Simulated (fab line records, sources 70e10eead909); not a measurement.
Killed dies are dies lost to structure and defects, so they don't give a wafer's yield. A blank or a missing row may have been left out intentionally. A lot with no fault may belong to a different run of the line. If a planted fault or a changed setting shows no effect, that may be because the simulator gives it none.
fab line records | flow nandHarc
record lots=24 wafers=72 lastDay=24
route steps=1159 shown A_CONTACT@870
lots that met no fault: from a run of the same line without faults
startH: hours from the record's first day to the start of the lot's first wafer shown | waitH: how many hours have passed since the lot's step before this one | " unchanged from the row above | L1.1+2: a row that stands for several wafers | - no value, or no start was given | * or withheld: withheld | < > ~ a bound
route shown NAME@n: NAME is a module with steps in the file, n the number in the route of the first one | usual: the fault-free wafers' mean and standard deviation | same: alike in all rows | chamber/n: place in a boat | sites: each site's reading | _std_site: how widely they spread, as a standard deviation | _edge_site: mean of outer sites minus mean of inner sites | radiusMm: for every site, how far away it sits from the centre of the wafer | mask NAME#n: copy n | behind: tool/chamber where the wafer was last shaped | hold: why the lot went on hold/how many hours it stayed there/how the hold came to an end | device: transistor that didn't switch, given as n, p or np | end of line: the tests these same wafers got at the end of their route | a step with no rows: only its recipe | killed: at the first sort, the dies lost to defects and structure; wafer yield is something else | map: a wafer's dies, x killed, . not, _ none there
set.NAME: the setting that was run; set.NAME@STEP: the one run at that earlier step | model.NAME: the simulator's own value behind a step, which no gauge read
a sample of lots followed through the steps of the route, with each step as a table and each wafer as a row
services: a tool's chamber out of use, with start hour (startH, from the record's first day; less than 0 if before it), hours out, and reason
## steps
# step NHARC_A_CONTACT_ETCH_119
# recipe sourceW=withheld pressureMtorr=20 biasV=3000 timeS=94 targetDepthA=9220 arFlowSccm=withheld c4f8FlowSccm=withheld o2FlowSccm=withheld chemistry=C4F8/O2/Ar
# same timeS=94
# columns lot.wafer tool chamber startH waitH rfHoursCounterH
L075.2 harCapEtch-02 0 374.56 0.1 9
L075.4 " 1 " " -
L075.3 " 0 " " -
L074.1 harCapEtch-03 1 374.76 0.1 81
L074.6 " 0 " " -
L074.5 " 1 " " -
L076.1 harCapEtch-03 1 377.20 0.1 83
L076.2 " 0 " " 83
L076.4 " 0 " " -
L079.2 harCapEtch-03 1 386.81 0.1 85
L079.3 " 1 " " -
L079.6 " 0 " " -
L078.3 harCapEtch-03 1 389.26 0.1 -
L078.5 " 1 " " -
L078.6 " 0 " " -
L077.2 harCapEtch-03 0 394.90 0.1 87
L077.3 " 0 " " -
L077.5 " 0 " " -
L080.2 harCapEtch-03 0 402.59 0.1 89
L080.1 " 1 " " 89
L080.6 " 1 " " -
L082.3 harCapEtch-01 0 404.61 0.1 -
L082.4 " 1 " " -
L082.6 " 0 " " -
L081.2 harCapEtch-03 1 412.76 0.1 91
L081.3 " 1 " " -
L081.5 " 0 " " -
L083.2 harCapEtch-01 1 426.87 0.1 68
L083.5 " 1 " " -
L083.6 " 0 " " -
L084.1 harCapEtch-02 0 428.71 0.1 20
L084.4 " 0 " " -
L084.5 " 0 " " -
L085.2 harCapEtch-03 0 437.26 0.1 94
L085.3 " 0 " " -
L085.6 " 0 " " -
L088.1 harCapEtch-01 0 440.28 0.1 70
L088.4 " 1 " " -
L088.5 " 1 " " -
L087.2 harCapEtch-03 0 442.80 0.1 95
L087.3 " 1 " " -
L087.4 " 0 " " -
L086.3 harCapEtch-03 0 448.26 0.1 -
L086.4 " 1 " " -
L086.5 " 1 " " -
L089.2 harCapEtch-02 0 454.42 0.1 26
L089.3 " 1 " " -
L089.6 " 0 " " -
L090.1 harCapEtch-03 1 465.97 0.1 99
L090.3 " 1 " " -
L090.5 " 1 " " -
L091.2 harCapEtch-02 1 467.88 0.1 28
L091.4 " 0 " " -
L091.3 " 1 " " -
L094.1 harCapEtch-03 0 471.08 0.1 100
L094.4 " 0 " " -
L094.6 " 0 " " -
L093.1 harCapEtch-02 1 474.10 0.1 30
L093.6 " 0 " " -
L093.5 " 1 " " -
L092.1 harCapEtch-02 0 491.61 0.1 32
L092.2 " 1 " " 32
L092.4 " 0 " " -
L095.2 harCapEtch-03 1 497.50 0.1 105
L095.3 " 0 " " -
L095.6 " 0 " " -
L097.2 harCapEtch-02 1 510.48 0.1 34
L097.3 " 0 " " -
L097.5 " 0 " " -
L096.3 harCapEtch-01 0 511.03 0.1 -
L096.4 " 1 " " -
L096.6 " 0 " " -
# step NHARC_A_CONTACT_ETCH_122
# recipe sourceW=withheld pressureMtorr=20 biasV=3000 timeS=95 targetDepthA=9300 arFlowSccm=withheld c4f8FlowSccm=withheld o2FlowSccm=withheld chemistry=C4F8/O2/Ar
# same timeS=95
# columns lot.wafer tool chamber startH waitH rfHoursCounterH
L075.2 harCapEtch-02 0 374.84 0.1 9
L075.4 " 1 " " -
L075.3 " 0 " " -
L074.1 harCapEtch-03 1 375.04 0.1 82
L074.6 " 0 " " -
L074.5 " 1 " " -
L076.1 harCapEtch-03 1 377.47 0.1 83
L076.2 " 0 " " 83
L076.4 " 0 " " -
L079.2 harCapEtch-03 1 387.08 0.1 85
L079.3 " 1 " " -
L079.6 " 0 " " -
L078.3 harCapEtch-03 1 389.53 0.1 -
L078.5 " 1 " " -
L078.6 " 0 " " -
L077.2 harCapEtch-03 0 395.18 0.1 88
L077.3 " 0 " " -
L077.5 " 0 " " -
L080.2 harCapEtch-03 0 402.86 0.1 89
L080.1 " 1 " " 89
L080.6 " 1 " " -
L082.3 harCapEtch-01 0 404.89 0.1 -
L082.4 " 1 " " -
L082.6 " 0 " " -
L081.2 harCapEtch-03 1 413.03 0.1 91
L081.3 " 1 " " -
L081.5 " 0 " " -
L083.2 harCapEtch-01 1 427.15 0.1 68
L083.5 " 1 " " -
L083.6 " 0 " " -
L084.1 harCapEtch-02 0 428.99 0.1 20
L084.4 " 0 " " -
L084.5 " 0 " " -
L085.2 harCapEtch-03 0 437.53 0.1 94
L085.3 " 0 " " -
L085.6 " 0 " " -
L088.1 harCapEtch-01 0 440.55 0.1 71
L088.4 " 1 " " -
L088.5 " 1 " " -
L087.2 harCapEtch-03 0 443.17 0.1 95
L087.3 " 1 " " -
L087.4 " 0 " " -
L086.3 harCapEtch-03 0 448.53 0.1 -
L086.4 " 1 " " -
L086.5 " 1 " " -
L089.2 harCapEtch-02 0 454.78 0.1 26
L089.3 " 1 " " -
L089.6 " 0 " " -
L090.1 harCapEtch-03 1 466.24 0.1 99
L090.3 " 1 " " -
L090.5 " 1 " " -
L091.2 harCapEtch-02 1 468.16 0.1 29
L091.4 " 0 " " -
L091.3 " 1 " " -
L094.1 harCapEtch-03 0 471.35 0.1 100
L094.4 " 0 " " -
L094.6 " 0 " " -
L093.1 harCapEtch-02 1 474.38 0.1 30
L093.6 " 0 " " -
L093.5 " 1 " " -
L092.1 harCapEtch-02 0 491.88 0.1 32
L092.2 " 1 " " 32
L092.4 " 0 " " -
L095.2 harCapEtch-03 1 497.78 0.1 105
L095.3 " 0 " " -
L095.6 " 0 " " -
L097.2 harCapEtch-02 1 510.76 0.1 34
L097.3 " 0 " " -
L097.5 " 0 " " -
L096.3 harCapEtch-01 0 511.30 0.1 -
L096.4 " 1 " " -
L096.6 " 0 " " -
# step NHARC_A_CONTACT_ETCH_78
# recipe targetDepthA=28000 overEtchFrac=0.3 timeS=728 ionEnergyEv=150 o2FlowSccm=400 cosFlowSccm=20 arFlowSccm=0 rfW=500 biasW=300 chemistry=O2/COS
# usual drypumpMotorCurrentA=5.6/0.3 o2FlowSccm=399.8/1.1 oesProductAu=1.001/0.012 rfVppV=313.4/2.3 showerheadPlenumPTorr=3.07/0.15 throttleValvePct=28.331/0.0091
# same timeS=728
# columns lot.wafer tool chamber startH waitH drypumpMotorCurrentA o2FlowSccm oesProductAu rfHoursCounterH rfVppV showerheadPlenumPTorr throttleValvePct
L075.3 rieDiel-11 0 - - 5.6 401.2 1.014 1 311.0 2.90 28.324
L075.2 " 1 " " 5.8 400.2 1.017 1 312.5 3.04 28.330
L075.4 " 2 " " 5.2 399.7 0.996 1 312.8 3.07 28.315
L074.1 rieDiel-05 1 - - 5.4 399.9 0.975 7 312.5 3.07 28.322
L074.6 " 2 " " 5.7 401.6 0.998 - 317.3 3.27 28.339
L074.5 " 3 " " 5.4 400.9 1.007 - 317.5 3.34 28.326
L076.1 rieDiel-11 1 - - 5.8 398.4 1.007 1 313.5 3.04 28.319
L076.2 " 2 " " 5.2 402.1 0.999 2 313.4 3.07 28.334
L076.4 " 3 " " 5.1 401.2 1.001 1 312.3 2.96 28.315
L079.3 rieDiel-11 3 - - 5.1 399.9 0.990 4 311.2 2.96 28.334
L079.2 " 2 " " 5.2 400.7 1.009 4 312.4 3.07 28.342
L079.6 " 0 " " 5.6 401.1 1.012 - 311.5 2.90 28.319
L078.3 rieDiel-06 2 - - 6.1 399.1 0.990 58 311.8 2.98 28.332
L078.5 " 3 " " 5.8 401.0 0.987 - 316.1 3.25 28.325
L078.6 " 0 " " 5.4 400.0 1.001 - 311.0 2.89 28.330
L077.3 rieDiel-05 2 - - 5.7 398.6 1.017 16 316.1 3.26 28.346
L077.2 " 3 " " 5.4 401.0 1.026 18 317.9 3.33 28.321
L077.5 " 0 " " 5.6 401.2 0.979 - 311.9 2.95 28.322
L080.2 rieDiel-05 3 - - 5.4 400.2 1.024 21 317.9 3.33 28.327
L080.1 " 1 " " 5.4 398.4 0.988 20 311.7 3.06 28.334
L080.6 " 3 " " 5.4 400.7 1.021 - 315.9 3.33 28.319
L082.4 rieDiel-11 3 - - 5.1 398.3 1.006 8 312.8 2.96 28.340
L082.3 " 0 " " 5.6 399.3 1.020 9 310.1 2.90 28.341
L082.6 " 3 " " 5.1 398.1 1.009 - 311.0 2.96 28.335
L081.3 rieDiel-11 1 - - 5.8 399.7 0.998 7 313.1 3.04 28.327
L081.2 " 2 " " 5.2 398.1 1.009 9 312.8 3.07 28.325
L081.5 " 0 " " 5.7 400.4 1.001 - 309.5 2.90 28.323
L083.2 rieDiel-11 3 - - 5.1 401.5 1.009 11 311.9 2.96 28.336
L083.6 " 0 " " 5.6 398.8 1.007 - 310.5 2.89 28.334
L083.5 " 1 " " 5.8 399.2 0.998 - 311.8 3.04 28.322
L084.1 rieDiel-06 2 - - 6.1 399.2 1.007 0 311.6 2.98 28.346
L084.5 " 2 " " 6.1 399.1 0.998 - 310.6 2.98 28.331
L084.4 " 0 " " 5.4 399.2 1.001 - 317.4 3.37 28.313
L085.3 rieDiel-05 3 - - 5.4 400.9 1.024 32 317.1 3.33 28.310
L085.2 " 1 " " 5.4 398.8 0.996 29 313.5 3.06 28.331
L085.6 " 0 " " 5.6 397.9 0.994 - 311.8 2.95 28.331
L088.4 rieDiel-11 3 - - 5.1 399.6 1.011 14 310.4 2.96 28.337
L088.1 " 1 " " 5.8 400.4 0.991 13 312.8 3.03 28.332
L088.5 " 3 " " 5.1 400.0 1.011 - 311.6 2.96 28.338
L087.2 rieDiel-11 3 - - 5.1 398.5 0.995 15 312.8 2.96 28.333
L087.3 " 0 " " 5.6 399.7 0.985 16 311.5 2.89 28.322
L087.4 " 2 " " 5.2 398.5 0.988 15 312.9 3.07 28.333
L086.4 rieDiel-05 0 - - 5.6 400.1 0.987 36 312.1 2.95 28.330
L086.3 " 1 " " 5.4 400.7 0.987 34 312.7 3.05 28.346
L086.5 " 3 " " 5.4 397.6 1.023 - 317.7 3.32 28.327
L089.2 rieDiel-05 2 - - 5.7 401.1 1.007 37 316.4 3.25 28.342
L089.3 " 3 " " 5.4 399.0 1.023 39 317.6 3.32 28.329
L089.6 " 1 " " 5.4 400.1 0.983 - 312.6 3.05 28.345
L090.1 rieDiel-11 2 - - 5.2 399.5 1.003 19 315.1 3.06 28.328
L090.3 " 3 " " 5.1 399.7 0.994 20 312.7 2.96 28.331
L090.5 " 1 " " 5.8 400.3 0.981 - 314.9 3.03 28.317
L091.3 rieDiel-11 2 - - 5.2 398.5 1.010 20 311.8 3.06 28.327
L091.2 " 3 " " 5.1 399.9 1.010 20 311.3 2.96 28.350
L091.4 " 2 " " 5.2 399.7 1.014 - 314.2 3.06 28.334
L094.1 rieDiel-06 2 - - 6.1 400.3 0.997 18 313.7 2.97 28.335
L094.6 " 1 " " 6.1 399.7 0.998 - 313.2 3.09 28.331
L094.4 " 0 " " 5.4 401.9 0.993 - 317.5 3.36 28.329
L093.1 rieDiel-06 1 - - 6.1 399.5 0.999 26 314.0 3.09 28.323
L093.5 " 1 " " 6.1 400.9 0.998 - 312.5 3.09 28.333
L093.6 " 2 " " 6.1 401.1 0.995 - 313.7 2.97 28.325
L092.1 rieDiel-06 3 - - 5.8 399.5 0.991 8 315.8 3.24 28.316
L092.2 " 1 " " 6.1 398.5 0.996 31 313.7 3.09 28.334
L092.4 " 2 " " 6.1 399.8 0.999 24 313.0 2.97 28.347
L095.2 rieDiel-11 0 - - 5.6 399.6 1.015 23 311.3 2.89 28.319
L095.3 " 2 " " 5.2 401.4 1.012 24 312.1 3.06 28.336
L095.6 " 0 " " 5.6 399.8 1.008 - 310.5 2.89 28.314
L097.2 rieDiel-06 2 - - 6.1 400.2 0.999 30 311.6 2.97 28.333
L097.3 " 0 " " 5.4 401.6 0.994 38 317.5 3.35 28.330
L097.5 " 1 " " 6.1 399.0 0.991 - 313.5 3.08 28.333
L096.4 rieDiel-05 3 - - 5.4 399.1 1.027 57 317.2 3.31 28.335
L096.3 " 1 " " 5.4 399.6 0.990 55 313.3 3.04 28.325
L096.6 " 3 " " 5.4 397.9 1.018 - 317.2 3.31 28.329
# step NHARC_A_CONTACT_ETCH_128
# recipe sourceW=withheld pressureMtorr=20 biasV=1200 timeS=155 targetDepthA=9560 arFlowSccm=withheld c4f8FlowSccm=withheld o2FlowSccm=withheld chemistry=C4F8/O2/Ar
# same timeS=155
# columns lot.wafer tool chamber startH waitH rfHoursCounterH
L075.2 harCapEtch-02 1 381.52 0.1 11
L075.3 " 1 " " -
L075.4 " 0 " " -
L074.1 harCapEtch-03 0 381.63 0.1 84
L074.5 " 0 " " -
L074.6 " 1 " " -
L076.1 harCapEtch-01 1 383.77 0.1 60
L076.2 " 0 " " 60
L076.4 " 1 " " -
L079.2 harCapEtch-02 1 393.63 0.1 14
L079.3 " 0 " " -
L079.6 " 0 " " -
L078.3 harCapEtch-01 1 400.56 0.2 -
L078.6 " 1 " " -
L078.5 " 0 " " -
L077.2 harCapEtch-02 1 403.21 0.1 16
L077.3 " 1 " " -
L077.5 " 0 " " -
L080.1 harCapEtch-01 0 410.54 0.1 66
L080.2 " 1 " " 66
L080.6 " 0 " " -
L082.3 harCapEtch-02 0 414.04 0.1 -
L082.4 " 1 " " -
L082.6 " 0 " " -
L081.2 harCapEtch-03 0 422.61 0.2 92
L081.3 " 1 " " -
L081.5 " 1 " " -
L083.2 harCapEtch-01 0 433.87 0.1 69
L083.6 " 1 " " -
L083.5 " 0 " " -
L084.1 harCapEtch-02 1 435.53 0.1 21
L084.4 " 1 " " -
L084.5 " 0 " " -
L085.2 harCapEtch-02 1 444.46 0.1 23
L085.3 " 1 " " -
L085.6 " 1 " " -
L088.1 harCapEtch-01 0 446.88 0.1 72
L088.4 " 1 " " -
L088.5 " 1 " " -
L087.2 harCapEtch-02 1 449.64 0.1 24
L087.4 " 0 " " -
L087.3 " 1 " " -
L086.3 harCapEtch-01 0 455.22 0.1 -
L086.4 " 1 " " -
L086.5 " 0 " " -
L089.2 harCapEtch-02 0 461.67 0.1 27
L089.3 " 0 " " -
L089.6 " 0 " " -
L090.1 harCapEtch-01 1 472.87 0.1 77
L090.3 " 1 " " -
L090.5 " 0 " " -
L091.2 harCapEtch-03 0 475.67 0.1 101
L091.3 " 1 " " -
L091.4 " 0 " " -
L094.1 harCapEtch-01 0 479.41 0.1 78
L094.4 " 0 " " -
L094.6 " 1 " " -
L093.1 harCapEtch-03 0 486.03 0.1 103
L093.6 " 0 " " -
L093.5 " 1 " " -
L092.2 harCapEtch-02 1 498.48 0.1 33
L092.1 " 0 " " 33
L092.4 " 0 " " -
L095.2 harCapEtch-01 0 504.09 0.1 81
L095.3 " 1 " " -
L095.6 " 0 " " -
L097.2 harCapEtch-03 1 517.17 0.1 107
L097.3 " 0 " " -
L097.5 " 1 " " -
L096.4 harCapEtch-02 1 517.80 0.1 -
L096.3 " 0 " " -
L096.6 " 1 " " -
# step NHARC_A_CONTACT_ETCH_131
# recipe sourceW=withheld pressureMtorr=20 biasV=1200 timeS=155 targetDepthA=9560 arFlowSccm=withheld c4f8FlowSccm=withheld o2FlowSccm=withheld chemistry=C4F8/O2/Ar
# same timeS=155
# columns lot.wafer tool chamber startH waitH rfHoursCounterH
L075.2 harCapEtch-02 1 381.94 0.1 11
L075.3 " 1 " " -
L075.4 " 0 " " -
L074.1 harCapEtch-03 0 382.06 0.1 84
L074.5 " 0 " " -
L074.6 " 1 " " -
L076.1 harCapEtch-01 1 384.20 0.1 61
L076.2 " 0 " " 61
L076.4 " 1 " " -
L079.2 harCapEtch-02 1 394.06 0.1 14
L079.3 " 0 " " -
L079.6 " 0 " " -
L078.3 harCapEtch-01 1 401.06 0.1 -
L078.6 " 1 " " -
L078.5 " 0 " " -
L077.2 harCapEtch-02 1 403.63 0.1 16
L077.3 " 1 " " -
L077.5 " 0 " " -
L080.1 harCapEtch-01 0 410.96 0.1 66
L080.2 " 1 " " 66
L080.6 " 0 " " -
L082.3 harCapEtch-02 0 414.46 0.1 -
L082.4 " 1 " " -
L082.6 " 0 " " -
L081.2 harCapEtch-03 0 423.18 0.2 92
L081.3 " 1 " " -
L081.5 " 1 " " -
L083.2 harCapEtch-01 0 434.29 0.1 69
L083.6 " 1 " " -
L083.5 " 0 " " -
L084.1 harCapEtch-02 1 435.96 0.1 21
L084.4 " 1 " " -
L084.5 " 0 " " -
L085.2 harCapEtch-02 1 444.89 0.1 23
L085.3 " 1 " " -
L085.6 " 1 " " -
L088.1 harCapEtch-01 0 447.31 0.1 73
L088.4 " 1 " " -
L088.5 " 1 " " -
L087.2 harCapEtch-02 1 450.06 0.1 25
L087.4 " 0 " " -
L087.3 " 1 " " -
L086.3 harCapEtch-01 0 455.65 0.1 -
L086.4 " 1 " " -
L086.5 " 0 " " -
L089.2 harCapEtch-02 0 462.10 0.1 27
L089.3 " 0 " " -
L089.6 " 0 " " -
L090.1 harCapEtch-01 1 473.30 0.1 77
L090.3 " 1 " " -
L090.5 " 0 " " -
L091.2 harCapEtch-03 0 476.10 0.1 102
L091.3 " 1 " " -
L091.4 " 0 " " -
L094.1 harCapEtch-01 0 479.84 0.1 79
L094.4 " 0 " " -
L094.6 " 1 " " -
L093.1 harCapEtch-03 0 486.45 0.1 103
L093.6 " 0 " " -
L093.5 " 1 " " -
L092.2 harCapEtch-02 1 498.91 0.1 33
L092.1 " 0 " " 33
L092.4 " 0 " " -
L095.2 harCapEtch-01 0 504.52 0.1 81
L095.3 " 1 " " -
L095.6 " 0 " " -
L097.2 harCapEtch-03 1 517.60 0.1 108
L097.3 " 0 " " -
L097.5 " 1 " " -
L096.4 harCapEtch-02 1 518.23 0.1 -
L096.3 " 0 " " -
L096.6 " 1 " " -
# step NHARC_A_CONTACT_ETCH_91
# recipe targetDepthA=400 overEtchFrac=0.5 timeS=85.7 ionEnergyEv=120 ch3fFlowSccm=50 o2FlowSccm=30 arFlowSccm=200 rfW=500 biasW=100 chemistry=CH3F/O2
# usual ch3fFlowSccm=49.97/0.13 drypumpMotorCurrentA=5.50/0.26 o2FlowSccm=30.01/0.088 oesProductAu=0.95/0.035 rfVppV=243.8/1.9 showerheadPlenumPTorr=2.42/0.12 throttleValvePct=20.665/0.009
# same timeS=85.7
# columns lot.wafer tool chamber startH waitH ch3fFlowSccm drypumpMotorCurrentA o2FlowSccm oesProductAu rfHoursCounterH rfVppV showerheadPlenumPTorr throttleValvePct
L075.2 rieDiel-05 3 382.81 0.5 50.19 5.41 30.06 0.95 8 246.2 2.63 20.662
L075.4 " 0 " " 50.04 5.61 30.03 0.91 8 241.1 2.33 20.665
L075.3 " 1 " " 50.09 5.43 30.05 0.92 7 244.0 2.41 20.661
L074.1 rieDiel-05 2 382.94 0.5 49.87 5.73 30.15 0.92 8 245.3 2.58 20.679
L074.5 " 0 " " 49.85 5.61 29.95 0.91 - 243.7 2.33 20.654
L074.6 " 1 " " 50.22 5.46 30.07 0.92 - 243.0 2.41 20.663
L076.4 rieDiel-05 0 385.05 0.4 49.95 5.62 30.14 1.00 9 242.3 2.33 20.675
L076.2 " 2 " " 50.02 5.75 30.21 1.00 8 247.5 2.58 20.663
L076.1 " 3 " " 50.23 5.41 30.01 1.02 9 247.8 2.63 20.676
L079.3 rieDiel-11 2 394.91 0.4 50.04 5.20 30.07 0.93 5 243.3 2.42 20.667
L079.2 " 3 " " 50.02 5.13 30.13 0.92 5 241.9 2.33 20.667
L079.6 " 3 " " 49.88 5.14 30.05 0.93 - 243.4 2.33 20.673
L078.3 rieDiel-05 3 401.90 0.5 50.14 5.38 29.95 1.02 17 246.4 2.63 20.673
L078.5 " 1 " " 49.84 5.46 29.93 1.00 - 244.1 2.41 20.660
L078.6 " 2 " " 49.95 5.71 30.02 1.02 - 244.7 2.57 20.654
L077.3 rieDiel-11 1 404.48 0.4 50.16 5.78 29.88 1.01 5 244.9 2.39 20.680
L077.2 " 2 " " 49.94 5.24 29.89 0.93 6 243.0 2.42 20.646
L077.5 " 0 " " 50.16 5.66 30.01 0.94 - 240.8 2.28 20.652
L080.2 rieDiel-11 2 411.81 0.5 50.00 5.20 30.13 0.93 8 244.9 2.42 20.670
L080.1 " 3 " " 50.06 5.11 29.93 0.92 8 243.1 2.33 20.655
L080.6 " 2 " " 49.85 5.21 30.12 0.92 - 242.5 2.42 20.661
L082.3 rieDiel-05 2 415.26 0.4 49.94 5.75 30.08 0.95 21 247.2 2.57 20.666
L082.4 " 1 " " 49.95 5.43 30.13 0.92 21 242.0 2.41 20.663
L082.6 " 3 " " 50.04 5.38 29.88 0.95 - 247.8 2.63 20.658
L081.3 rieDiel-05 0 424.21 0.5 50.08 5.64 30.08 0.99 26 242.3 2.32 20.674
L081.2 " 2 " " 49.90 5.74 30.03 1.01 25 246.9 2.57 20.666
L081.5 " 3 " " 49.84 5.39 29.89 1.01 - 245.8 2.63 20.672
L083.2 rieDiel-11 1 435.12 0.5 49.81 5.77 29.93 0.92 10 244.4 2.39 20.666
L083.5 " 1 " " 49.87 5.78 30.08 0.93 - 243.6 2.39 20.658
L083.6 " 2 " " 49.87 5.19 30.01 0.93 - 243.1 2.41 20.651
L084.1 rieDiel-05 3 436.84 0.5 50.03 5.39 30.00 0.94 29 245.9 2.62 20.671
L084.4 " 0 " " 49.96 5.58 29.89 0.91 28 241.3 2.32 20.669
L084.5 " 1 " " 50.04 5.40 29.93 0.92 - 243.2 2.41 20.674
L085.2 rieDiel-05 3 445.74 0.5 50.13 5.37 29.97 0.94 33 245.7 2.62 20.665
L085.3 " 0 " " 50.13 5.59 29.94 0.92 32 241.2 2.32 20.667
L085.6 " 1 " " 49.99 5.43 29.99 0.91 - 245.0 2.40 20.663
L088.4 rieDiel-05 1 448.16 0.4 49.94 5.43 29.98 1.00 31 244.3 2.40 20.657
L088.1 " 0 " " 50.09 5.62 29.95 0.99 33 242.4 2.32 20.660
L088.5 " 2 " " 49.91 5.75 29.90 1.02 - 246.9 2.57 20.658
L087.4 rieDiel-11 3 450.89 0.4 49.99 5.11 29.91 0.92 16 242.2 2.33 20.665
L087.2 " 0 " " 49.99 5.59 30.19 0.92 17 240.5 2.27 20.676
L087.3 " 1 " " 49.79 5.77 30.20 0.92 14 243.8 2.39 20.672
L086.3 rieDiel-06 1 456.47 0.4 49.98 6.09 29.93 0.91 13 244.5 2.44 20.664
L086.4 " 1 " " 50.13 6.07 30.00 0.92 - 244.0 2.44 20.672
L086.5 " 2 " " 49.95 6.03 29.93 0.93 - 242.3 2.34 20.681
L089.3 rieDiel-11 2 462.93 0.4 49.81 5.19 30.02 0.93 17 242.5 2.41 20.681
L089.2 " 1 " " 49.86 5.77 29.92 0.92 16 242.9 2.39 20.657
L089.6 " 2 " " 49.65 5.19 30.04 0.92 - 243.3 2.41 20.677
L090.3 rieDiel-05 0 474.15 0.4 49.74 5.64 30.02 0.92 44 240.7 2.31 20.666
L090.1 " 1 " " 49.81 5.45 29.97 0.92 43 244.0 2.40 20.669
L090.5 " 2 " " 49.74 5.72 30.03 0.94 - 245.5 2.56 20.666
L091.3 rieDiel-11 1 476.93 0.4 50.24 5.78 29.78 0.91 19 243.0 2.39 20.651
L091.2 " 2 " " 49.85 5.23 30.05 0.94 21 243.1 2.41 20.683
L091.4 " 3 " " 50.19 5.13 30.00 0.93 - 241.8 2.32 20.662
L094.1 rieDiel-06 2 480.69 0.5 49.96 6.06 30.05 0.92 19 242.3 2.34 20.678
L094.4 " 0 " " 50.00 5.44 30.06 0.92 25 247.3 2.65 20.668
L094.6 " 3 " " 49.82 5.76 29.92 0.91 - 244.7 2.55 20.659
L093.1 rieDiel-11 1 487.32 0.5 49.79 5.77 30.03 0.99 20 242.8 2.39 20.672
L093.5 " 0 " " 49.81 5.63 30.09 1.00 - 241.7 2.27 20.662
L093.6 " 1 " " 49.94 5.78 30.08 0.99 - 242.3 2.38 20.659
L092.1 rieDiel-11 2 499.76 0.5 49.93 5.22 30.01 0.92 23 242.6 2.41 20.668
L092.2 " 0 " " 49.98 5.63 30.06 0.94 22 241.7 2.27 20.664
L092.4 " 1 " " 49.93 5.79 30.05 0.92 23 243.2 2.38 20.661
L095.2 rieDiel-11 0 505.37 0.5 50.03 5.62 29.99 0.96 23 241.3 2.27 20.657
L095.3 " 1 " " 50.00 5.78 30.05 0.94 23 241.7 2.38 20.659
L095.6 " 2 " " 49.98 5.21 29.87 0.96 - 243.0 2.41 20.682
L097.3 rieDiel-05 0 518.48 0.4 50.15 5.62 29.85 0.92 57 242.9 2.31 20.651
L097.2 " 1 " " 49.74 5.43 30.12 0.93 55 244.3 2.40 20.653
L097.5 " 2 " " 49.91 5.73 30.25 0.95 - 245.7 2.56 20.653
L096.3 rieDiel-11 2 519.03 0.4 50.25 5.20 29.95 1.01 25 243.8 2.41 20.671
L096.4 " 3 " " 50.16 5.13 30.20 1.00 25 242.1 2.32 20.664
L096.6 " 3 " " 49.92 5.12 30.00 1.01 - 242.2 2.32 20.655
## services
# columns tool chamber startH hours kind
harCapEtch-01 - 363.27 0.3 repair
rieDiel-11 - 366.50 9.0 pm
rieDiel-11 0 366.50 9.0 ventCycle
rieDiel-11 1 366.50 9.0 ventCycle
rieDiel-11 2 366.50 9.0 ventCycle
rieDiel-11 3 366.50 9.0 ventCycle
rieDiel-11 0 375.50 - clean
rieDiel-11 1 375.50 - clean
rieDiel-11 2 375.50 - clean
rieDiel-11 3 375.50 - clean
rieDiel-11 2 389.44 2.3 repair
rieDiel-11 0 400.00 - clean
rieDiel-11 1 400.00 - clean
rieDiel-11 2 400.00 - clean
rieDiel-11 3 400.00 - clean
rieDiel-06 1 401.58 7.4 repair
rieDiel-06 - 418.21 9.0 pm
rieDiel-11 0 424.51 - clean
rieDiel-11 1 424.51 - clean
rieDiel-11 2 424.51 - clean
rieDiel-06 2 465.01 7.0 repair
rieDiel-11 0 469.31 12.6 repair
rieDiel-06 3 471.49 6.7 repair
harCapEtch-03 - 471.93 0.8 repair
## key
fault none
